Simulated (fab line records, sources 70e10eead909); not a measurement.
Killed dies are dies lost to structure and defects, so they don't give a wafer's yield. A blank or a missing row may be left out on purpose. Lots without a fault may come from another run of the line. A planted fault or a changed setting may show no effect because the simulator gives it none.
Chamber matching | flow nand_harc | NHARC_P_ZERO_WELL_ETCH_65 on rie_diel-08: 4 sister chambers
The step etches the open film in N2/H2, target depth 80 nm, overetch 24 nm, time 87.88 s. 8 wafers are shown with their chamber, then 7 later ones without.

WAFERS WITH THEIR CHAMBER
wafer  | chamber | drypump_motor_current_A (A) | showerhead_plenum_p_Torr (Torr)
L295.4 | 3       | 5.8                         | 1.89
L296.4 | 3       | 5.8                         | 1.89
L297.4 | 0       | 6.3                         | 2.10
L299.3 | 1       | 5.9                         | 1.89
L299.4 | 0       | 6.2                         | 2.09
L299.6 | 2       | 5.6                         | 2.08
L305.1 | 1       | 5.9                         | 2.22
L305.3 | 2       | 5.6                         | 2.08

WAFERS WITHOUT THEIR CHAMBER
wafer  | drypump_motor_current_A (A) | showerhead_plenum_p_Torr (Torr)
L305.6 | 6.2                         | 2.09
L309.3 | 5.8                         | 2.22
L309.5 | 6.2                         | 2.09
L309.6 | 5.9                         | 2.21
L310.3 | 5.6                         | 2.07
L310.4 | 6.2                         | 2.08
L310.6 | 5.9                         | 2.21

WHICH CHAMBER EACH WENT THROUGH
wafer  | from the rows above     | in truth
L305.6 | 0                       | 0
L309.3 | can't be placed: 3 or 1 | 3
L309.5 | 0                       | 0
L309.6 | 1                       | 1
L310.3 | 2                       | 2
L310.4 | 0                       | 0
L310.6 | 1                       | 1
Placed correctly: 6 of 7. Can't be placed from these rows: 1 (the true chamber is among the candidates in 1). Placed wrongly: 0.
How it was worked out, from the rows above alone: a wafer's distance from a chamber is the root of the sum, over the readings, of the square of ((its reading less the chamber's mean) divided by the reading's scatter). The wafer belongs to the nearest chamber; if the next one is less than 2 further off, it can't be placed. A chamber's mean is the mean of its shown wafers. The scatter: the root of (the sum of the squares of (reading less its chamber's mean) over the shown wafers, divided by (wafers less chambers)).
